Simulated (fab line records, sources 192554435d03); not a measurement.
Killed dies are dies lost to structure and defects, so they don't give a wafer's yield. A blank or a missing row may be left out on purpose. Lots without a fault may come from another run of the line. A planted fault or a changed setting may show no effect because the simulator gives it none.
Split-lot experiment | flow n5_finfet | 7 lots, 21 wafers read, on a route of 1938 steps

THE SPLIT
At N5_BEOL_M8_TRENCH_ETCH_37 (etches SiCOH lowk in C4F6/O2, target depth 93.478 nm, time 31.2 s), the setting time_s was moved away from the recipe's 31.2 s on 6 of the 21 wafers read, by -9.1% to +13.5%. The other wafers ran this setting at the recipe's value.

FROM THE SPLIT TO THE READING: what the file shows between them, 2 steps
- N5_BEOL_M8_ETCH_41: etches SiCN in CH3F/O2, target depth 31.9 nm, time 57.8 s
- N5_BEOL_M8_STRIP_80: strips in N2/H2, time 10 s

THE READING
trench_depth_nm, in nm, at N5_BEOL_M8_OCD_MEAS_38. Fault-free wafers of this fab line usually give 92.5 nm, standard deviation 2 nm.

wafer  | tool, chamber at the split | time_s as run, s | against the recipe | trench_depth_nm, nm | against lot-mates on the recipe
L077.2 | rie_diel-02, 2             | 31.2             | recipe             | 92.0                | -
L077.4 | rie_diel-02, 1             | 31.2             | recipe             | 94.3                | -
L077.6 | rie_diel-02, 3             | 31.2             | recipe             | 93.4                | -
L078.3 | rie_diel-06, 0             | 31.2             | recipe             | 90.8                | -
L078.5 | rie_diel-06, 2             | 33.67            | +7.9%              | 97.0                | +5.0
L078.6 | rie_diel-06, 1             | 31.2             | recipe             | 93.2                | -
L083.3 | rie_diel-05, 0             | 31.2             | recipe             | 97.1                | -
L083.4 | rie_diel-05, 3             | 28.37            | -9.1%              | 86.4                | -10.1
L083.5 | rie_diel-05, 0             | 31.2             | recipe             | 96.0                | -
L085.2 | rie_diel-05, 1             | 35.42            | +13.5%             | 102.5               | +7.2
L085.3 | rie_diel-05, 0             | 31.2             | recipe             | 95.3                | -
L085.5 | rie_diel-05, 1             | 35.42            | +13.5%             | 103.2               | +7.9
L086.3 | rie_diel-06, 3             | 34.81            | +11.6%             | 101.9               | +12.0
L086.4 | rie_diel-06, 2             | 31.2             | recipe             | 89.9                | -
L086.6 | rie_diel-06, 3             | 34.81            | +11.6%             | 101.6               | +11.7
L089.3 | rie_diel-05, 2             | 31.2             | recipe             | 92.1                | -
L089.5 | rie_diel-05, 0             | 31.2             | recipe             | 94.8                | -
L089.6 | rie_diel-05, 1             | 31.2             | recipe             | 90.5                | -
L097.1 | rie_diel-05, 3             | 31.2             | recipe             | 92.3                | -
L097.4 | rie_diel-05, 0             | 31.2             | recipe             | 96.0                | -
L097.5 | rie_diel-05, 1             | 31.2             | recipe             | 91.6                | -

THE FIT
A straight line over all 21 wafers: trench_depth_nm changes by +0.707 nm for each +1% of time_s; r = +0.91; the points scatter about the line by 2 nm.
The same after taking each lot's own level away (the mean of its wafers on the recipe; 21 wafers): +0.8 nm for each +1%; r = +0.93; scatter 1.9 nm.
On that fit, the largest move of time_s shifts the reading by 11 nm.
The lots' own levels span 89.90 to 96.55 nm, that is 3.3 times the standard deviation above.
So the lot-to-lot level changes the slope: the two fits differ.
Check: with one of the wafers moved furthest among these (+13.5%) left out of the fit, the line predicts +11.6 nm for it against its lot-mates. It came out at +7.2 nm against them.

OTHER SPLITS ON THESE WAFERS
These wafers also went through other splits before the reading. Each is held against what the fit with the lots' levels taken away leaves over:
other split on the same wafers  | wafers away from the commonest value | r with trench_depth_nm (lot level and that fit taken away)
N5_BEOL_M7_EXPOSE_25 dose_mj    | 5                                    | +0.40
N5_BEOL_M7_DESCUM_33 time_s     | 8                                    | -0.02
N5_BEOL_M8_COAT_22 spin_rpm     | 5                                    | +0.22
N5_BEOL_M8_EXPOSE_25 dose_mj    | 6                                    | +0.36
N5_BEOL_M8_VIA_ETCH_34 source_w | 7                                    | -0.36

THE WHOLE CHAIN: every reading that the file lists as answering this split, in the file's order
step                      | what it does                                                      | reading                                                                   | change (the file's fit)               | r (the file's)
N5_BEOL_M8_TRENCH_ETCH_37 | etches SiCOH lowk in C4F6/O2, target depth 93.478 nm, time 31.2 s | etch.depth_nm (the simulator's own value, which no gauge read)            | +0.8 nm for each +1% of the setting   | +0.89
N5_BEOL_M8_TRENCH_ETCH_37 | etches SiCOH lowk in C4F6/O2, target depth 93.478 nm, time 31.2 s | BEOL_M8.feature_depth_nm (the simulator's own value, which no gauge read) | +0.806 nm for each +1% of the setting | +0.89
N5_BEOL_M8_OCD_MEAS_38    |                                                                   | trench_depth_nm                                                           | +0.802 nm for each +1% of the setting | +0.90

THE FILE'S OWN FIT
trench_depth_nm changes by +0.802 nm for each +1% of time_s, r = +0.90.
